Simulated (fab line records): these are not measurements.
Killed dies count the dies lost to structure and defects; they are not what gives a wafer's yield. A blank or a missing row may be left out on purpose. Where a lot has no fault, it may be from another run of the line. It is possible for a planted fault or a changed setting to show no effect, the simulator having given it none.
A sampling plan put to the test -- flow n5Finfet -- one fab line, 33 faults that these records tell of, each judged on the records of the lots that it struck
The plan is the line's own looks: the steps of the route at which a gauge or an inspection reads the wafer and doesn't change it. A look is open to judgement when struck wafers have a number at it and the file gives its usual mean and standard deviation on fault-free wafers. Caught: 4 or more of those standard deviations (sigma) separate the usual mean from the mean of the struck wafers at a look after the fault's first step. On the tool: the fault's steps, tested the same way using the tool's own readings. Another recipe on the struck wafers, or a record that is blank for them alone, also counts as caught.

THE FAULTS, as the simulator had put them in
1. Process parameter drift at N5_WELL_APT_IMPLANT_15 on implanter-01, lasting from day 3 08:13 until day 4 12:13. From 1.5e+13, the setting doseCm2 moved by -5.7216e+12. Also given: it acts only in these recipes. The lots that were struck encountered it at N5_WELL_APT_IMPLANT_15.
2. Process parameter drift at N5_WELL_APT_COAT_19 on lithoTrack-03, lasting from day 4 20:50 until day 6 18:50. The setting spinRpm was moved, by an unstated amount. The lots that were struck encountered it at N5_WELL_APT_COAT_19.
3. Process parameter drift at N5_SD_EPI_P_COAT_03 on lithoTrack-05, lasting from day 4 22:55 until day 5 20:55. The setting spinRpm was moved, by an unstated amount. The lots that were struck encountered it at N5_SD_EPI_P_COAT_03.
4. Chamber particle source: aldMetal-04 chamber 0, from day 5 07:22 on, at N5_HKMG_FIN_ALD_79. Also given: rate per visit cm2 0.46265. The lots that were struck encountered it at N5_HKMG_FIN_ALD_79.
5. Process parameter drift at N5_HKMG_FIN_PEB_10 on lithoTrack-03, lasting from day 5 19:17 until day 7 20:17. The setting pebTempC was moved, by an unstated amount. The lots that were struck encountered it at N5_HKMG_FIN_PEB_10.
6. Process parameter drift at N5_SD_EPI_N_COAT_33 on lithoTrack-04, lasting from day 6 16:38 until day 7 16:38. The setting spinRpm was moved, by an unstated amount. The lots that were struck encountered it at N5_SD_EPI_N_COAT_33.
7. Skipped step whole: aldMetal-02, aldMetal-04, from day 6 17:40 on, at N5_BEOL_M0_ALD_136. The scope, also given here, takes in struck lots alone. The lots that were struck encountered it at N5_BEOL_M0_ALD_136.
8. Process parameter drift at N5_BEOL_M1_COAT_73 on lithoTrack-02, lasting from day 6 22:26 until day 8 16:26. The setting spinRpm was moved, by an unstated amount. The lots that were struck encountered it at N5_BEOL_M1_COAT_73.
9. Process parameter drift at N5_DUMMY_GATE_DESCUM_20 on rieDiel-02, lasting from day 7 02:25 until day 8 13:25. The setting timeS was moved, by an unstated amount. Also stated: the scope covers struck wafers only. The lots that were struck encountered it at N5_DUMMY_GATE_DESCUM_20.
10. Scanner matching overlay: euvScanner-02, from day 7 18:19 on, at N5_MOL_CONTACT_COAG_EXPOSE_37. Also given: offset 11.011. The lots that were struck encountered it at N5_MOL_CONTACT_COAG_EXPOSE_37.
11. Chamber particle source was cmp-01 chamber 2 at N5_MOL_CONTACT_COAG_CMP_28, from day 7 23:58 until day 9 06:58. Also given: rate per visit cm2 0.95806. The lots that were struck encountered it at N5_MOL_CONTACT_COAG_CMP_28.
12. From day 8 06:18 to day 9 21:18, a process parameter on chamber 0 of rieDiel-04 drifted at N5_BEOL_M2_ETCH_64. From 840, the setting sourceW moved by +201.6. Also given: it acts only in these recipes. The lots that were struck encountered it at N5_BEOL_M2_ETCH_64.
13. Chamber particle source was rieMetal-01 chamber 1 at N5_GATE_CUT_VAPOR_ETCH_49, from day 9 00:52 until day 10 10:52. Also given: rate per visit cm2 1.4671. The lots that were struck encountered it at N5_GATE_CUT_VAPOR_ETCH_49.
14. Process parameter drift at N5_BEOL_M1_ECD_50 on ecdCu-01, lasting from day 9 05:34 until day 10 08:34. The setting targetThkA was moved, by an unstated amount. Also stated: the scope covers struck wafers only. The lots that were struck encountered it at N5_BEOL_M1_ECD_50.
15. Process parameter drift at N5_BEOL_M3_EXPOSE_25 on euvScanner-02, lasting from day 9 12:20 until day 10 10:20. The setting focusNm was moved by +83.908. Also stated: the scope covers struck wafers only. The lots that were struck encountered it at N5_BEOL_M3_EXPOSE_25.
16. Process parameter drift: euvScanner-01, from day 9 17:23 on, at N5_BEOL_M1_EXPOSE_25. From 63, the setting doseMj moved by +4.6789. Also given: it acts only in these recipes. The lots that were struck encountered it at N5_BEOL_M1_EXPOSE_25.
17. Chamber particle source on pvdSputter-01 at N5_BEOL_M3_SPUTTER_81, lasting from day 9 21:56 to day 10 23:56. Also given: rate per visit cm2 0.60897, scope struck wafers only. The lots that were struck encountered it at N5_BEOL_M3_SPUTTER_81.
18. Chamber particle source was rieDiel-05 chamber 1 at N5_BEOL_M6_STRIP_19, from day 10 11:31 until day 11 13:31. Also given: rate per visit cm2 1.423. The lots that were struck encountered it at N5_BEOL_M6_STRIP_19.
19. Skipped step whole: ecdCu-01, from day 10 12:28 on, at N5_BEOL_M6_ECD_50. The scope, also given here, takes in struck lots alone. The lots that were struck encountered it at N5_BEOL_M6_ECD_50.
20. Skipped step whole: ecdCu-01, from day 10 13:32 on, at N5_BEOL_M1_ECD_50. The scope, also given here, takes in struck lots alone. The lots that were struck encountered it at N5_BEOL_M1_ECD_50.
21. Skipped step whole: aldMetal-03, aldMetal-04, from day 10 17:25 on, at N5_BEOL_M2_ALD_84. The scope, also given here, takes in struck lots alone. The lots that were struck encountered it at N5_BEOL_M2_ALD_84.
22. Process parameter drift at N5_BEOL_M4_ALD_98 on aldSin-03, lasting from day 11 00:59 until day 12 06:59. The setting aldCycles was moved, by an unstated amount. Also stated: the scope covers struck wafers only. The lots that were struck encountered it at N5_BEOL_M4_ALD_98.
23. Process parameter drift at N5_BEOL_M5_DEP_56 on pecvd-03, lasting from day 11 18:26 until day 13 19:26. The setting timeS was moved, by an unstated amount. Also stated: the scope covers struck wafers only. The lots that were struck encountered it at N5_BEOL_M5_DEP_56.
24. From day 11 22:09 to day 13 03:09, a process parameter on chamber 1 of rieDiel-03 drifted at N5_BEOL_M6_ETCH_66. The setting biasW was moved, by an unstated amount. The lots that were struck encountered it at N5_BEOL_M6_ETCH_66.
25. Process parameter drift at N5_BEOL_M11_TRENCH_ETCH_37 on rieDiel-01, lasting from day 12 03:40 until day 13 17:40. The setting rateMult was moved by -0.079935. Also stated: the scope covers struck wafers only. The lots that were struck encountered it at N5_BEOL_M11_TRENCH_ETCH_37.
26. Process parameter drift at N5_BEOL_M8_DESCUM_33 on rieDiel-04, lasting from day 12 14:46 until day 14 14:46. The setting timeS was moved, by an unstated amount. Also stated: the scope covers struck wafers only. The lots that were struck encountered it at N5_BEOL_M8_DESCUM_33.
27. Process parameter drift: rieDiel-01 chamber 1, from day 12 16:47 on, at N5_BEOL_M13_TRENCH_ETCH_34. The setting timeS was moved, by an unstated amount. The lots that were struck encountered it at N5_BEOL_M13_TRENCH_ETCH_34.
28. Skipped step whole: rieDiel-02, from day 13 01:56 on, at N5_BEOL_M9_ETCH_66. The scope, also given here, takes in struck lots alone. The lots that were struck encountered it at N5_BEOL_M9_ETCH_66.
29. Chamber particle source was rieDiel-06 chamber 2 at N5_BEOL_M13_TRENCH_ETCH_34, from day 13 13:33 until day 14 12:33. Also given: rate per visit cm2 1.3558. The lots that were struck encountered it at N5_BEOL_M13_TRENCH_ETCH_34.
30. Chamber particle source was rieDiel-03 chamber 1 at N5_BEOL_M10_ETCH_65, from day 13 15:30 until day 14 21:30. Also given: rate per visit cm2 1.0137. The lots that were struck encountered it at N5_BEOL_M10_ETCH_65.
31. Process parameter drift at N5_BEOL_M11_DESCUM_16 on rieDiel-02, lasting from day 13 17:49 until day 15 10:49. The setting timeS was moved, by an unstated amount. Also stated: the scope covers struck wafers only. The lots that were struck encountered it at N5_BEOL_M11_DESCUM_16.
32. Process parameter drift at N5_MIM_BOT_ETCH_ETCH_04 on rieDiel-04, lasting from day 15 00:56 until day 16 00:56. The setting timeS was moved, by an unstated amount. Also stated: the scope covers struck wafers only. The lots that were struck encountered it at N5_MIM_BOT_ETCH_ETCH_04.
33. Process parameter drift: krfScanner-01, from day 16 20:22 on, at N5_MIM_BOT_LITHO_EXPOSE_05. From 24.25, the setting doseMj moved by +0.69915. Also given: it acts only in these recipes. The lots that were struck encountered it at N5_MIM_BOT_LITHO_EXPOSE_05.

WHAT THE PLAN SAW
fault,on the tool itself,first look that catches it,"reading, sigma",median hours from its first step to that look,hours from the fault's start to the first struck lot there,judged looks passed uncaught
1,doseIonsCm2 -99 or beyond sigma,N5_BEOL_M4_RC_MEAS_101,CJ_P -7.1,151.4,157,1
2,spinSpeedRpm +99 or beyond sigma,none of the 4 looks that can be judged after it,-,-,-,4
3,spinSpeedRpm +39 sigma,none of the 4 looks that can be judged after it,-,-,-,4
4,under 2 sigma,N5_HKMG_FIN_INSPECT_14,rawDefectCount +99 or beyond,2.0,8,0
5,no reading that can be judged,none of the 2 looks that can be judged after it,"strongest: cdNm at N5_HKMG_FIN_CD_MEAS_12, +3.5",-,-,2
6,spinSpeedRpm -99 or beyond sigma,not the one look that can be judged after it,-,-,-,1
7,the tool's record is blank for the struck wafers,no look after it can be judged,-,-,-,0
8,spinSpeedRpm -60 sigma,none of the 4 looks that can be judged after it,-,-,-,4
9,under 2 sigma,not the one look that can be judged after it,"strongest: VT_P at N5_BEOL_M4_RC_MEAS_101, -2.0",-,-,1
10,no reading that can be judged,N5_MOL_CONTACT_COAG_OVL_MEAS_41,VD_OVL +14,0.2,5,0
11,under 2 sigma,N5_MOL_CONTACT_COAG_INSPECT_57,rawDefectCount +9.2,1.4,5,0
12,rfFwdPowerW +70 sigma,not the one look that can be judged after it,-,-,-,1
13,under 2 sigma,no look after it can be judged,-,-,-,0
14,no reading that can be judged,not the one look that can be judged after it,-,-,-,1
15,no reading that can be judged,N5_BEOL_M3_CD_MEAS_28,cdNm -39,0.1,9,0
16,exposureDoseMJCm2 +61 sigma,N5_BEOL_M1_CD_MEAS_28,cdNm +6.1,0.1,8,0
17,under 2 sigma,not the one look that can be judged after it,-,-,-,1
18,under 2 sigma,N5_BEOL_M6_INSPECT_30,rawDefectCount +8.7,2.2,2,0
19,no reading that can be judged,no look after it can be judged,-,-,-,0
20,no reading that can be judged,no look after it can be judged,-,-,-,0
21,the tool's record is blank for the struck wafers,no look after it can be judged,-,-,-,0
22,under 2 sigma,not the one look that can be judged after it,"strongest: VT_P at N5_BEOL_M4_RC_MEAS_101, -2.2",-,-,1
23,under 2 sigma,not the one look that can be judged after it,-,-,-,1
24,biasW +21 sigma,no look after it can be judged,-,-,-,0
25,under 2 sigma,N5_BEOL_M11_OCD_MEAS_38,trenchDepthNm -4.9,0.2,9,0
26,under 2 sigma,no look after it can be judged,-,-,-,0
27,under 2 sigma,N5_BEOL_M13_OCD_MEAS_35,trenchDepthNm +10,0.2,1,0
28,the tool's record is blank for the struck wafers,no look after it can be judged,-,-,-,0
29,under 2 sigma,no look after it can be judged,-,-,-,0
30,under 2 sigma,no look after it can be judged,-,-,-,0
31,under 2 sigma,no look after it can be judged,-,-,-,0
32,under 2 sigma,no look after it can be judged,-,-,-,0
33,exposureDoseMJCm2 +29 sigma,not the one look that can be judged after it,"strongest: cdNm at N5_MIM_BOT_LITHO_CD_MEAS_08, +2.5",-,-,1
A dash: the fault isn't caught, or these records don't give the number.

Caught at a look: 9 of 33. Caught on the tool: 12 of 33. By one or the other: 19 of 33.
On the tool alone, faults 2, 3, 6, 7, 8, 12, 21, 24, 28, 33 were caught.
Caught at a look alone: faults 4, 10, 11, 15, 18, 25, 27.
Caught by neither: faults 5, 9, 13, 14, 17, 19, 20, 22, 23, 26, 29, 30, 31, 32.

THINNER SAMPLING
Were the look that catches a fault to measure just every second or every third lot (counted by lot number), the first struck lot would, at worst, be measured this late:
fault,"struck lots at that look, in order of time",every lot,every second lot,every third lot
1,"L184, L186",157 h,may miss all 2,may miss all 2
4,"L779, L780, L781",8 h,17 h,21 h
10,"L229, L233",5 h,may miss all 2,may miss all 2
11,"L534, L538",5 h,may miss all 2,may miss all 2
15,"L442, L443, L444",9 h,13 h,19 h
16,"L180, L181",8 h,19 h,may miss all 2
18,L326,2 h,may miss it,may miss it
25,L334,9 h,may miss it,may miss it
27,"L537, L538",1 h,7 h,may miss all 2
Hours: fault start to first struck lot measured. 4 sigma limit: tested on the pooled struck wafers, so a lone lot may be under it. Other struck lots may not be in these records.

THE LONGEST TIMED WAY FROM STEP TO LOOK
In fault 1, a median of 151.4 hours elapses between N5_WELL_APT_IMPLANT_15 and N5_BEOL_M4_RC_MEAS_101. The look between them that can be judged stayed within 4 sigma: N5_WELL_APT_INSPECT_27.
